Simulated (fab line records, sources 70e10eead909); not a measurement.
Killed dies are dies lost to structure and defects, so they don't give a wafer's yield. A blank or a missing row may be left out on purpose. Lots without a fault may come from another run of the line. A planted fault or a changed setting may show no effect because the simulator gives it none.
fab line records | flow nand_harc
record lots=5 wafers=15 last_day=31
route steps=1302 shown A_M0@1141 A_M1@1169
lots that met no fault: from a run of the same line without faults
start_h: hours from the record's first day to the start of the lot's first wafer shown | wait_h: hours since the lot's step before | " the same as in the row above | L1.1+2: a row that stands for several wafers | - no value, or no start given | * or withheld: withheld | < > ~ a bound
route shown NAME@n: a module of which the file shows steps, and the number in the route of the first | usual: mean/standard deviation of fault-free wafers | same: alike in all rows | chamber/n: place in a boat | sites: the reading at each site | _std_site: their standard deviation | _edge_site: outer sites' mean less inner sites' | radius_mm: how far each site lies from the wafer's centre | mask NAME#n: copy n | behind: the tool/chamber that last shaped the wafer | hold: why the lot was held/for how many hours/how that ended | device: the transistor (n, p or np) that didn't switch | end of line: the same wafers' tests at the end of the route | a step without rows: its recipe alone | killed: dies lost to structure and defects at the first sort, not the wafer's yield | map: a wafer's dies, x killed, . not, _ none there
set.NAME: the setting as run; set.NAME@STEP: as run at that earlier step | model.NAME: the simulator's own value behind a step, which no gauge read
lots at some steps of the route; a table a step, a row a wafer
services: from which hour (start_h, from the record's first day; less than 0 if before it) a tool's chamber was out of use, for how many hours, and why
## steps
# step NHARC_A_M0_COAT_03
# recipe spin_rpm=1500 resist_thk_nm=90
# columns lot.wafer tool chamber start_h wait_h
L078.3+4+5 litho_track-06 0 - -
L080.1+4+6 litho_track-04 0 - -
L081.1+5+6 litho_track-04 0 - -
L090.2+3+5 litho_track-06 0 - -
L093.3+4+6 litho_track-01 0 - -
# step NHARC_A_M0_SOFTBAKE_04
# recipe temp_c=105 time_s=55
# columns lot.wafer tool chamber start_h wait_h
L078.3+4+5 litho_track-06 0 - -
L080.1+4+6 litho_track-04 0 - -
L081.1+5+6 litho_track-04 0 - -
L090.2+3+5 litho_track-06 0 - -
L093.3+4+6 litho_track-01 0 - -
# step NHARC_A_M0_EBR_05
# columns lot.wafer tool chamber start_h wait_h
L078.3+4+5 litho_track-06 0 - -
L080.1+4+6 litho_track-04 0 - -
L081.1+5+6 litho_track-04 0 - -
L090.2+3+5 litho_track-06 0 - -
L093.3+4+6 litho_track-01 0 - -
# step NHARC_A_M0_EXPOSE_06
# recipe na=1.35 target_cd_nm=80 dose_mj=83.25 mask_id=A_M0
# same na=1.35
# columns lot.wafer tool chamber start_h wait_h mask
L078.3+4+5 arfi_scanner-03 0 567.86 - A_M0#0
L080.1+4+6 arfi_scanner-03 0 580.13 - A_M0#0
L081.1+5+6 arfi_scanner-03 0 585.91 - A_M0#0
L090.2+3+5 arfi_scanner-01 0 680.39 - A_M0#0
L093.3+4+6 arfi_scanner-03 0 708.81 - A_M0#0
# step NHARC_A_M0_PEB_07
# recipe peb_temp_c=100 peb_time_s=65
# columns lot.wafer tool chamber start_h wait_h
L078.3+4+5 litho_track-01 0 567.91 0.0
L080.1+4+6 litho_track-01 0 580.19 0.1
L081.1+5+6 litho_track-04 0 585.97 0.1
L090.2+3+5 litho_track-06 0 680.44 0.1
L093.3+4+6 litho_track-04 0 708.86 0.0
# step NHARC_A_M0_DEVELOP_08
# recipe develop_time_s=35 dev_temp_c=23
# usual developer_temp_C=23.00/0.098
# columns lot.wafer tool chamber start_h wait_h developer_temp_C
L078.3 litho_track-01 0 - - 23.09
L078.4 " 0 " " 22.96
L078.5 " 0 " " 22.86
L080.1 litho_track-01 0 - - 22.96
L080.4 " 0 " " 22.97
L080.6 " 0 " " 22.88
L081.1 litho_track-04 0 - - 23.06
L081.5 " 0 " " 23.01
L081.6 " 0 " " 22.91
L090.2 litho_track-06 0 - - 23.03
L090.3 " 0 " " 23.02
L090.5 " 0 " " 22.96
L093.3 litho_track-04 0 - - 23.09
L093.4 " 0 " " 23.00
L093.6 " 0 " " 23.00
# step NHARC_A_M0_CD_MEAS_09
# recipe target_cd_nm=80 landing_energy_ev=500
# usual cd_nm=80.1/0.54
# columns lot.wafer tool chamber start_h wait_h cd_nm
L078.3 cd_sem-01 0 568.00 - 79.9
L078.4 " 0 " " 79.2
L078.5 " 0 " " 79.6
L080.1 cd_sem-01 0 580.27 - 79.6
L080.4 " 0 " " 79.6
L080.6 " 0 " " 80.2
L081.1 cd_sem-02 0 586.05 - 79.9
L081.5 " 0 " " 79.9
L081.6 " 0 " " 79.8
L090.2 cd_sem-01 0 680.52 - 79.8
L090.3 " 0 " " 80.1
L090.5 " 0 " " 80.7
L093.3 cd_sem-02 0 708.95 - 80.2
L093.4 " 0 " " 79.3
L093.6 " 0 " " 80.4
# step NHARC_A_M0_OVL_MEAS_10
# recipe pitch_nm=160
# usual overlay_x_nm=-0.2/0.65 overlay_y_nm=-0.1/0.83
# columns lot.wafer tool chamber start_h wait_h overlay_x_nm overlay_y_nm
L078.3 overlay-02 - 568.08 - 0.2 -0.7
L078.4 " - " " -0.4 -0.4
L078.5 " - " " 1.0 -0.4
L080.1 overlay-02 - 580.36 - -0.5 1.3
L080.4 " - " " -1.3 1.1
L080.6 " - " " -0.5 0.7
L081.1 overlay-02 - 586.14 - -1.7 -1.4
L081.5 " - " " -1.1 -1.8
L081.6 " - " " -0.8 -1.4
L090.2 overlay-02 - 680.61 - 1.0 0.1
L090.3 " - " " 0.3 -0.6
L090.5 " - " " 0.0 -0.5
L093.3 overlay-01 - 709.03 - 0.2 -0.3
L093.4 " - " " 0.0 0.2
L093.6 " - " " 0.4 0.2
# step NHARC_A_M0_INSPECT_11
# usual raw_defect_count=84/34
# columns lot.wafer tool chamber start_h wait_h raw_defect_count
L078.3 defect_inspect-01 - 568.12 0.0 103
L078.4 " - " " 113
L078.5 " - " " 107
L080.1 defect_inspect-02 - 580.40 0.0 72
L080.4 " - " " 61
L080.6 " - " " 69
L081.1 defect_inspect-02 - 586.17 0.0 88
L081.5 " - " " 77
L081.6 " - " " 78
L090.2 defect_inspect-01 - 680.65 0.0 137
L090.3 " - " " 166
L090.5 " - " " 154
L093.3 defect_inspect-01 - 709.07 0.0 142
L093.4 " - " " 128
L093.6 " - " " 114
# step NHARC_A_M0_DESCUM_14
# recipe time_s=3 o2_flow_sccm=200 ar_flow_sccm=0 bias_power_w=0 chemistry=O2
# usual chamber_pressure_mTorr=60.00/0.056 drypump_motor_current_A=5.7/0.49 oes_product_au=1.002/0.0073 rf_vpp_V=57.7/0.8 showerhead_plenum_p_Torr=1.93/0.063 throttle_valve_pct=11.311/0.0093
# same bias_power_w=0
# columns lot.wafer tool chamber start_h wait_h chamber_pressure_mTorr drypump_motor_current_A oes_product_au rf_hours_counter_h rf_vpp_V showerhead_plenum_p_Torr throttle_valve_pct
L078.3 rie_diel-10 2 568.19 0.1 60.00 6.3 1.010 7.5 58.3 1.94 11.305
L078.4 " 3 " " 60.04 5.2 0.996 6.5 58.6 1.96 11.312
L078.5 " 0 " " 60.05 6.1 0.998 - 57.7 2.03 11.307
L080.1 rie_diel-03 2 580.46 0.1 59.94 5.2 1.000 7.0 57.3 1.94 11.309
L080.4 " 3 " " 59.99 5.0 1.009 6.0 57.1 1.89 11.318
L080.6 " 2 " " 59.93 5.2 0.995 - 57.2 1.94 11.327
L081.1 rie_diel-03 2 586.24 0.1 60.00 5.2 1.000 7.2 57.5 1.94 11.317
L081.5 " 1 " " 60.10 6.1 1.009 - 58.3 2.01 11.311
L081.6 " 2 " " 59.94 5.2 0.997 - 58.4 1.94 11.329
L090.2 rie_diel-03 2 680.71 0.1 59.96 5.2 1.014 2.5 58.0 1.93 11.305
L090.3 " 1 " " 60.03 6.1 1.018 2.1 59.3 2.00 11.318
L090.5 " 3 " " 59.97 5.0 1.016 - 57.7 1.89 11.302
L093.3 rie_diel-10 0 709.13 0.1 60.09 6.2 0.996 3.4 59.3 2.03 11.293
L093.6 " 1 " " 60.01 5.7 0.990 - 56.6 1.85 11.314
L093.4 " 2 " " 60.12 6.4 0.985 - 57.0 1.94 11.327
# step NHARC_A_M0_ETCH_34
# recipe target_depth_a=400 overetch_a=120 time_s=43.94 ion_energy_ev=200 n2_flow_sccm=150 h2_flow_sccm=150 ar_flow_sccm=0 rf_w=400 bias_w=150 chemistry=N2/H2
# usual chamber_pressure_mTorr=30.000/0.027 drypump_motor_current_A=5.7/0.48 oes_product_au=1.002/0.0073 rf_vpp_V=430.8/1.9 showerhead_plenum_p_Torr=2.05/0.066 throttle_valve_pct=14.169/0.0089
# columns lot.wafer tool chamber start_h wait_h chamber_pressure_mTorr drypump_motor_current_A oes_product_au rf_hours_counter_h rf_vpp_V showerhead_plenum_p_Torr throttle_valve_pct
L078.3 rie_diel-10 3 568.27 0.1 30.013 5.1 1.001 6.5 432.8 2.09 14.165
L078.4 " 0 " " 30.030 6.2 1.005 9.3 433.7 2.16 14.161
L078.5 " 2 " " 29.991 6.3 1.007 - 432.0 2.07 14.179
L080.1 rie_diel-03 0 580.55 0.1 30.003 5.7 1.008 5.0 434.2 2.20 14.180
L080.4 " 1 " " 30.014 6.1 1.017 6.0 432.1 2.14 14.165
L080.6 " 3 " " 30.009 5.0 1.012 - 428.5 2.01 14.160
L081.1 rie_diel-03 0 586.32 0.1 29.960 5.7 1.013 5.1 435.2 2.20 14.167
L081.6 " 0 " " 30.028 5.7 1.010 - 434.7 2.20 14.186
L081.5 " 1 " " 29.995 6.1 1.012 - 432.3 2.14 14.174
L090.2 rie_diel-03 2 680.80 0.1 30.012 5.2 1.012 2.5 433.5 2.06 14.167
L090.3 " 0 " " 29.983 5.7 1.013 2.0 434.9 2.20 14.170
L090.5 " 2 " " 30.011 5.2 1.013 - 431.7 2.06 14.171
L093.3 rie_diel-10 1 709.23 0.1 30.011 5.6 0.995 3.4 428.7 1.97 14.176
L093.6 " 1 " " 29.962 5.6 0.996 - 429.3 1.97 14.193
L093.4 " 0 " " 29.943 6.2 1.001 - 433.9 2.16 14.154
# step NHARC_A_M0_ETCH_15
# recipe target_depth_a=1500 overetch_a=150 time_s=82.5 c4f8_flow_sccm=withheld ar_flow_sccm=400 rf_w=600 bias_w=300 chemistry=C4F8/Ar
# usual chamber_pressure_mTorr=25.000/0.024 oes_product_au=0.948/0.022 rf_vpp_V=441.1/2.1
# columns lot.wafer tool chamber start_h wait_h chamber_pressure_mTorr oes_product_au rf_hours_counter_h rf_vpp_V
L078.4 rie_diel-10 2 - - 24.977 0.981 7.5 442.3
L078.3 " 3 " " 24.987 0.977 6.5 441.3
L078.5 " 1 " " 24.960 0.973 - 439.4
L080.1 rie_diel-03 3 - - 25.022 0.922 6.1 441.1
L080.4 " 0 " " 24.964 0.930 5.0 445.0
L080.6 " 2 " " 25.007 0.923 - 440.1
L081.1 rie_diel-03 0 - - 24.996 0.936 5.2 443.6
L081.5 " 1 " " 25.038 0.937 - 444.1
L081.6 " 2 " " 24.984 0.918 - 441.2
L090.3 rie_diel-03 3 - - 24.988 0.981 2.4 440.5
L090.2 " 0 " " 24.999 0.976 2.0 444.8
L090.5 " 3 " " 24.984 0.978 - 439.1
L093.3 rie_diel-10 0 - - 24.968 0.955 3.4 443.7
L093.4 " 0 " " 25.044 0.947 - 445.5
L093.6 " 1 " " 24.975 0.949 - 439.2
# step NHARC_A_M0_CD_MEAS_16
# usual cd_nm=80.0/0.67
# columns lot.wafer tool chamber start_h wait_h cd_nm
L078.3 cd_sem-02 - 568.49 - 79.7
L078.4 " - " " 79.2
L078.5 " - " " 79.7
L080.1 cd_sem-02 - 580.75 - 78.4
L080.4 " - " " 78.6
L080.6 " - " " 79.5
L081.1 cd_sem-02 - 586.53 - 79.7
L081.5 " - " " 79.2
L081.6 " - " " 79.8
L090.2 cd_sem-01 - 681.01 - 80.3
L090.3 " - " " 79.7
L090.5 " - " " 81.3
L093.3 cd_sem-03 - 709.47 - 81.1
L093.4 " - " " 79.8
L093.6 " - " " 80.3
# step NHARC_A_M0_STRIP_18
# recipe power_w=1000 n2_flow_sccm=150 h2_flow_sccm=150 ar_flow_sccm=0 bias_w=0 chemistry=N2/H2
# usual chamber_pressure_mTorr=29.999/0.027 drypump_motor_current_A=5.7/0.49 oes_product_au=1.003/0.0082 rf_vpp_V=90.8/0.94 showerhead_plenum_p_Torr=2.05/0.068 throttle_valve_pct=14.172/0.0091
# columns lot.wafer tool chamber start_h wait_h chamber_pressure_mTorr drypump_motor_current_A oes_product_au rf_hours_counter_h rf_vpp_V showerhead_plenum_p_Torr throttle_valve_pct
L078.3 rie_diel-12 0 568.58 0.1 30.025 5.4 0.993 7.5 91.1 2.03 14.184
L078.4 " 1 " " 29.978 5.7 0.995 7.2 92.0 2.07 14.174
L078.5 " 3 " " 29.962 6.5 0.996 - 90.7 2.02 14.175
L080.4 rie_diel-12 0 580.86 0.1 29.969 5.4 1.003 7.7 88.9 2.03 14.190
L080.1 " 1 " " 29.995 5.7 0.998 7.3 90.1 2.07 14.165
L080.6 " 3 " " 29.979 6.5 0.998 - 92.2 2.02 14.177
L081.1 rie_diel-10 2 586.63 0.1 29.993 6.4 1.008 7.7 90.5 2.07 14.189
L081.5 " 1 " " 30.007 5.6 1.020 - 90.2 1.97 14.176
L081.6 " 2 " " 30.018 6.4 1.007 - 90.6 2.07 14.185
L090.2 rie_diel-03 0 681.11 0.1 29.975 5.7 1.015 2.0 92.3 2.20 14.157
L090.3 " 2 " " 29.979 5.2 1.012 2.6 90.9 2.06 14.163
L090.5 " 3 " " 29.984 5.0 1.019 - 91.8 2.01 14.171
L093.3 rie_diel-12 2 709.58 0.1 30.037 5.2 1.004 3.2 90.4 1.96 14.167
L093.4 " 2 " " 29.950 5.2 0.996 - 90.2 1.96 14.165
L093.6 " 3 " " 29.952 6.5 0.995 - 90.5 2.02 14.175
# step NHARC_A_M0_STRIP_19
# recipe time_s=600 temp_c=30 chemistry=post_etch_residue_remover
# columns lot.wafer tool chamber start_h wait_h
L078.3+4+5 wet_bench-07 1,3,4 568.85 -
L080.1+6+4 wet_bench-03 1,4,5 581.11 -
L081.1+6+5 wet_bench-02 3,4,6 586.89 -
L090.2+3+5 wet_bench-03 4,7,0 681.36 -
L093.4+3+6 wet_bench-07 4,5,0 709.87 -
# step NHARC_A_M0_DEGAS_28
# recipe temp_c=250 time_s=60
# usual heater_power_w=346/38
# columns lot.wafer tool chamber start_h wait_h heater_power_w
L078.4 pvd_sputter-02 - 569.11 - 344
L078.3 " - " " 386
L078.5 " - " " 338
L080.4 pvd_sputter-01 - 581.39 - 301
L080.1 " - " " 374
L080.6 " - " " 398
L081.1 pvd_sputter-03 - 587.17 - 395
L081.5 " - " " 327
L081.6 " - " " 347
L090.2 pvd_sputter-01 - 681.63 - 428
L090.3 " - " " 292
L090.5 " - " " 367
L093.4 pvd_sputter-01 - 710.15 - 296
L093.3 " - " " 301
L093.6 " - " " 355
# step NHARC_A_M0_PRE_CLEAN_29
# recipe time_s=30 temp_c=280 gas=H2/He
# usual heater_power_w=425/47
# columns lot.wafer tool chamber start_h wait_h heater_power_w
L078.3 pvd_sputter-02 - - - 444
L078.4 " - " " 415
L078.5 " - " " 480
L080.4 pvd_sputter-01 - - - 462
L080.1 " - " " 365
L080.6 " - " " 450
L081.1 pvd_sputter-03 - - - 493
L081.5 " - " " 432
L081.6 " - " " 392
L090.2 pvd_sputter-01 - - - 448
L090.3 " - " " 519
L090.5 " - " " 367
L093.4 pvd_sputter-01 - - - 365
L093.3 " - " " 507
L093.6 " - " " 362
# step NHARC_A_M0_PVD_20
# recipe target_thk_a=50 bias_v=168.6 power_w=15000 chamber_pressure_pa=0.12 time_s=8.06 substrate_temp_c=50 material=TaN
# usual throttle_valve_pct=29.9/1.1
# columns lot.wafer tool chamber start_h wait_h throttle_valve_pct
L078.3 pvd_sputter-02 - - - 30.2
L078.4 " - " " 29.4
L078.5 " - " " 30.2
L080.1 pvd_sputter-01 - - - 30.4
L080.4 " - " " 30.0
L080.6 " - " " 28.5
L081.1 pvd_sputter-03 - - - 29.7
L081.6 " - " " 29.3
L081.5 " - " " 30.8
L090.2 pvd_sputter-01 - - - 28.8
L090.3 " - " " 30.3
L090.5 " - " " 28.6
L093.3 pvd_sputter-01 - - - 28.4
L093.4 " - " " 30.1
L093.6 " - " " 30.6
# step NHARC_A_M0_PVD_21
# recipe target_thk_a=300 chamber_pressure_pa=5 power_w=5000 substrate_temp_c=30 time_s=20.49 material=Cu
# usual throttle_valve_pct=29.9/1.1
# columns lot.wafer tool chamber start_h wait_h throttle_valve_pct
L078.4 pvd_sputter-02 - - - 31.7
L078.3 " - " " 30.3
L078.5 " - " " 30.3
L080.4 pvd_sputter-01 - - - 28.2
L080.1 " - " " 28.4
L080.6 " - " " 29.9
L081.1 pvd_sputter-03 - - - 30.9
L081.5 " - " " 30.2
L081.6 " - " " 29.5
L090.3 pvd_sputter-01 - - - 28.5
L090.2 " - " " 29.9
L090.5 " - " " 28.8
L093.4 pvd_sputter-01 - - - 30.5
L093.3 " - " " 28.7
L093.6 " - " " 30.3
# step NHARC_A_M0_ECD_22
# recipe target_thk_a=4000 bath_temp_c=25 material=Cu
# columns lot.wafer tool chamber start_h wait_h
L078.4+3+5 ecd_cu-01 1,0,0 569.56 -
L080.1+4+6 ecd_cu-01 0,1,1 581.74 -
L081.1+6+5 ecd_cu-02 1,0,1 587.64 -
L090.2+3+5 ecd_cu-01 1,0,0 682.03 -
L093.3+4+6 ecd_cu-02 0,1,0 710.59 -
# step NHARC_A_M0_ANNEAL_30
# recipe temp_c=225 time_s=90
# usual wafer_temp_C_max=226.01/0.27
# columns lot.wafer tool chamber start_h wait_h wafer_temp_C_max
L078.3 rtp_anneal-01 0 569.97 - 225.92
L078.4 " 0 " " 226.09
L078.5 " 0 " " 225.90
L080.1 rtp_anneal-02 0 582.12 - 226.32
L080.4 " 0 " " 225.98
L080.6 " 0 " " 226.65
L081.1 rtp_anneal-02 0 587.99 - 226.80
L081.5 " 0 " " 226.10
L081.6 " 0 " " 226.41
L090.2 rtp_anneal-02 0 682.41 0.3 226.38
L090.3 " 0 " " 226.55
L090.5 " 0 " " 226.14
L093.3 rtp_anneal-02 0 710.98 - 226.14
L093.4 " 0 " " 226.00
L093.6 " 0 " " 226.37
# step NHARC_A_M0_CMP_23
# recipe t_overpolish_s=20 target_thk_nm=113.75
# usual motor_current_A=11.6/1 time_to_endpoint_s=28.9/2.1
# columns lot.wafer tool chamber start_h wait_h motor_current_A time_to_endpoint_s
L078.4 cmp-04 0 570.22 - 12.1 30.6
L078.3 " 1 " " 11.8 30.5
L078.5 " 1 " " 12.7 31.2
L080.4 cmp-01 2 582.46 - 10.6 28.3
L080.1 " 0 " " 12.3 28.7
L080.6 " 3 " " 11.3 25.7
L081.1 cmp-01 1 588.34 - 13.4 31.0
L081.5 " 1 " " 13.1 29.4
L081.6 " 2 " " 10.7 29.3
L090.3 cmp-04 3 682.76 - 10.1 27.9
L090.2 " 0 " " 11.8 31.0
L090.5 " 1 " " 11.4 30.0
L093.4 cmp-01 2 711.25 - 10.7 27.8
L093.3 " 3 " " 10.6 26.4
L093.6 " 2 " " 10.9 27.2
# step NHARC_A_M0_THK_MEAS_24
# recipe thk_meas_gauge=xrf
# usual thk_nm=114.1/1.5
# columns lot.wafer tool chamber start_h wait_h thk_nm
L078.3 film_metro-01 - 570.54 - 114.0
L078.4 " - " " 115.5
L078.5 " - " " 115.6
L080.1 film_metro-02 - 582.78 - 114.8
L080.4 " - " " 114.3
L080.6 " - " " 114.2
L081.1 film_metro-01 - 588.65 - 111.7
L081.5 " - " " 113.6
L081.6 " - " " 113.7
L090.2 film_metro-02 - 683.02 - 114.9
L090.3 " - " " 116.1
L090.5 " - " " 116.4
L093.3 film_metro-02 - 711.54 - 112.4
L093.4 " - " " 112.0
L093.6 " - " " 114.5
# step NHARC_A_M0_SRD_25
# columns lot.wafer tool chamber start_h wait_h
L078.4+5+3 wet_bench-10 2,5,6 570.58 0.0
L080.1+4+6 wet_bench-10 4,6,0 582.83 0.0
L081.1+5+6 wet_bench-10 3,4,0 588.69 0.0
L090.5+2+3 wet_bench-08 6,2,3 683.06 0.0
L093.4+6+3 wet_bench-08 3,5,6 711.58 0.0
# step NHARC_A_M0_INSPECT_27
# usual raw_defect_count=494/110
# columns lot.wafer tool chamber start_h wait_h raw_defect_count
L078.3 defect_inspect-01 - 570.69 0.0 455
L078.4 " - " " 593
L078.5 " - " " 495
L080.1 defect_inspect-01 - 582.94 0.0 471
L080.4 " - " " 445
L080.6 " - " " 323
L081.1 defect_inspect-01 - 588.81 0.0 493
L081.5 " - " " 430
L081.6 " - " " 444
L090.2 defect_inspect-02 - 683.18 0.0 507
L090.3 " - " " 601
L090.5 " - " " 628
L093.3 defect_inspect-02 - 711.69 0.0 464
L093.4 " - " " 465
L093.6 " - " " 605
# step NHARC_A_M0_PRE_CLEAN_31
# recipe time_s=12 temp_c=370 rf_power_w=300 gas=NH3
# usual heater_power_w=601/70
# columns lot.wafer tool chamber start_h wait_h heater_power_w
L078.3 pecvd-03 0 570.76 0.1 702
L078.5 " 0 " " 694
L078.4 " 1 " " 520
L080.1 pecvd-04 0 583.04 0.1 621
L080.6 " 2 " " 471
L080.4 " 0 " " 627
L081.1 pecvd-03 1 588.87 0.1 577
L081.5 " 2 " " 593
L081.6 " 0 " " 638
L090.3 pecvd-03 2 683.24 0.1 626
L090.2 " 0 " " 592
L090.5 " 2 " " 624
L093.3 pecvd-03 1 711.78 0.1 582
L093.4 " 2 " " 599
L093.6 " 1 " " 574
# step NHARC_A_M0_DEP_32
# recipe target_thk_a=300 temp_c=370 target_thk_nm=30 pressure_torr=3 flow_sccm=200 rf_w=450 material=SiCN
# usual chamber_pressure_Torr=3.000/0.0057 heater_power_w=560/76
# columns lot.wafer tool chamber start_h wait_h chamber_pressure_Torr heater_power_w
L078.3 pecvd-03 0 570.84 0.1 2.996 661
L078.5 " 0 " " 2.994 690
L078.4 " 1 " " 2.992 533
L080.1 pecvd-04 0 583.18 0.1 2.989 506
L080.6 " 2 " " 3.004 466
L080.4 " 0 " " 2.995 504
L081.1 pecvd-03 1 588.95 0.1 2.994 542
L081.5 " 2 " " 3.001 587
L081.6 " 0 " " 2.996 640
L090.3 pecvd-03 2 683.32 0.1 3.006 612
L090.2 " 0 " " 3.002 646
L090.5 " 2 " " 3.001 629
L093.3 pecvd-03 1 711.92 0.1 3.007 491
L093.4 " 2 " " 3.002 549
L093.6 " 1 " " 3.000 480
# step NHARC_A_M1_DEP_00
# recipe target_thk_a=1825 target_thk_nm=182.5 temp_c=withheld pressure_torr=5 flow_sccm=200 rf_w=600 material=SiOC
# usual chamber_pressure_Torr=5.000/0.012
# columns lot.wafer tool chamber start_h wait_h chamber_pressure_Torr
L078.3 pecvd-02 1 571.34 - 5.005
L078.5 " 2 " " 5.010
L078.4 " 0 " " 4.985
L080.1 pecvd-03 2 583.60 - 4.985
L080.6 " 0 " " 4.991
L080.4 " 1 " " 4.999
L081.1 pecvd-03 1 - - 4.985
L081.5 " 1 " " 4.996
L081.6 " 0 " " 5.000
L090.3 pecvd-04 1 683.79 - 4.997
L090.2 " 2 " " 5.011
L090.5 " 0 " " 4.993
L093.3 pecvd-02 1 712.25 - 5.001
L093.6 " 1 " " 4.984
L093.4 " 0 " " 5.003
# step NHARC_A_M1_DEHYDRATE_01
# recipe temp_c=150 time_s=120
# columns lot.wafer tool chamber start_h wait_h
L078.3+4+5 litho_track-01 0 571.65 -
L080.1+4+6 litho_track-01 0 583.91 -
L081.1+5+6 litho_track-01 0 589.77 -
L090.2+3+5 litho_track-04 0 684.15 -
L093.3+4+6 litho_track-04 0 712.65 -
# step NHARC_A_M1_HMDS_02
# recipe time_s=30
# columns lot.wafer tool chamber start_h wait_h
L078.3+4+5 litho_track-01 0 - -
L080.1+4+6 litho_track-01 0 - -
L081.1+5+6 litho_track-01 0 - -
L090.2+3+5 litho_track-04 0 - -
L093.3+4+6 litho_track-04 0 - -
# step NHARC_A_M1_COAT_34
# recipe temp_c=200 time_s=65
# columns lot.wafer tool chamber start_h wait_h
L078.3+4+5 litho_track-01 0 - -
L080.1+4+6 litho_track-01 0 - -
L081.1+5+6 litho_track-01 0 - -
L090.2+3+5 litho_track-04 0 - -
L093.3+4+6 litho_track-04 0 - -
# step NHARC_A_M1_COAT_03
# recipe spin_rpm=1500 resist_thk_nm=90
# columns lot.wafer tool chamber start_h wait_h
L078.3+4+5 litho_track-01 0 - -
L080.1+4+6 litho_track-01 0 - -
L081.1+5+6 litho_track-01 0 - -
L090.2+3+5 litho_track-04 0 - -
L093.3+4+6 litho_track-04 0 - -
# step NHARC_A_M1_SOFTBAKE_04
# recipe temp_c=105 time_s=55
# columns lot.wafer tool chamber start_h wait_h
L078.3+4+5 litho_track-01 0 - -
L080.1+4+6 litho_track-01 0 - -
L081.1+5+6 litho_track-01 0 - -
L090.2+3+5 litho_track-04 0 - -
L093.3+4+6 litho_track-04 0 - -
# step NHARC_A_M1_EBR_05
# columns lot.wafer tool chamber start_h wait_h
L078.3+4+5 litho_track-01 0 - -
L080.1+4+6 litho_track-01 0 - -
L081.1+5+6 litho_track-01 0 - -
L090.2+3+5 litho_track-04 0 - -
L093.3+4+6 litho_track-04 0 - -
# step NHARC_A_M1_EXPOSE_06
# recipe na=1.35 target_cd_nm=120 dose_mj=75.13 mask_id=A_M1
# same na=1.35
# columns lot.wafer tool chamber start_h wait_h mask
L078.3+4+5 arfi_scanner-01 0 571.95 - A_M1#0
L080.1+4+6 arfi_scanner-01 0 584.07 - A_M1#0
L081.1+5+6 arfi_scanner-02 0 590.06 - A_M1#0
L090.2+3+5 arfi_scanner-02 0 684.44 - A_M1#0
L093.3+4+6 arfi_scanner-01 0 712.95 - A_M1#0
# step NHARC_A_M1_PEB_07
# recipe peb_temp_c=100 peb_time_s=65
# columns lot.wafer tool chamber start_h wait_h
L078.3+4+5 litho_track-06 0 572.00 0.0
L080.1+4+6 litho_track-04 0 584.13 0.1
L081.1+5+6 litho_track-04 0 590.13 0.1
L090.2+3+5 litho_track-06 0 684.50 0.1
L093.3+4+6 litho_track-01 0 713.00 0.0
# step NHARC_A_M1_DEVELOP_08
# recipe develop_time_s=35 dev_temp_c=23
# usual developer_temp_C=22.99/0.088
# columns lot.wafer tool chamber start_h wait_h developer_temp_C
L078.3 litho_track-06 0 - - 23.08
L078.4 " 0 " " 22.94
L078.5 " 0 " " 22.97
L080.1 litho_track-04 0 - - 23.07
L080.4 " 0 " " 23.14
L080.6 " 0 " " 23.02
L081.1 litho_track-04 0 - - 23.00
L081.5 " 0 " " 22.88
L081.6 " 0 " " 22.97
L090.2 litho_track-06 0 - - 22.93
L090.3 " 0 " " 22.89
L090.5 " 0 " " 22.78
L093.3 litho_track-01 0 - - 22.82
L093.4 " 0 " " 22.87
L093.6 " 0 " " 23.01
# step NHARC_A_M1_CD_MEAS_09
# recipe target_cd_nm=120 landing_energy_ev=500
# usual cd_nm=120.1/0.53
# columns lot.wafer tool chamber start_h wait_h cd_nm
L078.3 cd_sem-01 0 572.08 - 119.8
L078.4 " 0 " " 119.3
L078.5 " 0 " " 119.9
L080.1 cd_sem-02 0 584.21 - 119.9
L080.4 " 0 " " 120.2
L080.6 " 0 " " 119.7
L081.1 cd_sem-03 0 590.21 - 120.5
L081.5 " 0 " " 120.4
L081.6 " 0 " " 120.6
L090.2 cd_sem-01 0 684.58 - 119.9
L090.3 " 0 " " 120.2
L090.5 " 0 " " 120.6
L093.3 cd_sem-03 0 713.09 - 120.5
L093.4 " 0 " " 120.4
L093.6 " 0 " " 120.7
# step NHARC_A_M1_OVL_MEAS_10
# recipe pitch_nm=240
# usual overlay_x_nm=0.1/0.8 overlay_y_nm=0.1/0.75
# columns lot.wafer tool chamber start_h wait_h overlay_x_nm overlay_y_nm
L078.3 overlay-02 - 572.17 - 0.5 1.2
L078.4 " - " " 0.0 0.6
L078.5 " - " " 0.2 0.9
L080.1 overlay-01 - 584.30 - -0.5 0.6
L080.4 " - " " -0.6 0.5
L080.6 " - " " -0.3 0.2
L081.1 overlay-02 - 590.29 - -0.2 -1.0
L081.5 " - " " -0.3 -1.1
L081.6 " - " " -0.6 -0.9
L090.2 overlay-02 - 684.67 - -2.4 0.7
L090.3 " - " " -2.0 0.6
L090.5 " - " " -1.5 0.7
L093.3 overlay-02 - 713.17 - 0.4 -0.4
L093.4 " - " " 0.4 -0.1
L093.6 " - " " 0.4 -0.3
# step NHARC_A_M1_INSPECT_11
# usual raw_defect_count=84/33
# columns lot.wafer tool chamber start_h wait_h raw_defect_count
L078.3 defect_inspect-02 - 572.20 0.0 104
L078.4 " - " " 108
L078.5 " - " " 99
L080.1 defect_inspect-02 - 584.34 0.0 68
L080.4 " - " " 65
L080.6 " - " " 68
L081.1 defect_inspect-02 - 590.33 0.0 87
L081.5 " - " " 83
L081.6 " - " " 85
L090.2 defect_inspect-01 - 684.70 0.0 141
L090.3 " - " " 162
L090.5 " - " " 157
L093.3 defect_inspect-02 - 713.21 0.0 141
L093.4 " - " " 125
L093.6 " - " " 119
## services
# columns tool chamber start_h hours kind
pecvd-03 - 547.09 13.0 pm
litho_track-04 - 553.00 7.0 pm
arfi_scanner-03 - 557.46 1.2 repair
rie_diel-03 - 568.25 4.1 repair
pecvd-04 - 570.54 0.8 repair
ecd_cu-01 - 572.10 2.5 repair
pvd_sputter-02 - 580.06 0.6 repair
pvd_sputter-01 - 582.00 10.0 pm
arfi_scanner-03 - 584.09 1.7 repair
rie_diel-12 2 591.49 8.6 repair
arfi_scanner-01 - 596.00 4.0 pm
cmp-01 - 596.06 4.0 pm
rie_diel-10 - 596.50 9.0 pm
pvd_sputter-01 - 610.30 1.8 repair
arfi_scanner-03 - 617.90 0.9 repair
rie_diel-03 - 635.81 9.0 pm
pvd_sputter-02 - 638.00 10.0 pm
rie_diel-10 3 670.27 44.2 repair
pvd_sputter-01 - 672.41 1.4 repair
arfi_scanner-01 - 689.78 4.8 repair
rie_diel-10 2 693.96 10.0 repair
litho_track-06 - 704.00 7.0 pm
pvd_sputter-03 - 704.00 10.0 pm
arfi_scanner-03 - 712.01 4.0 pm
## key
fault none
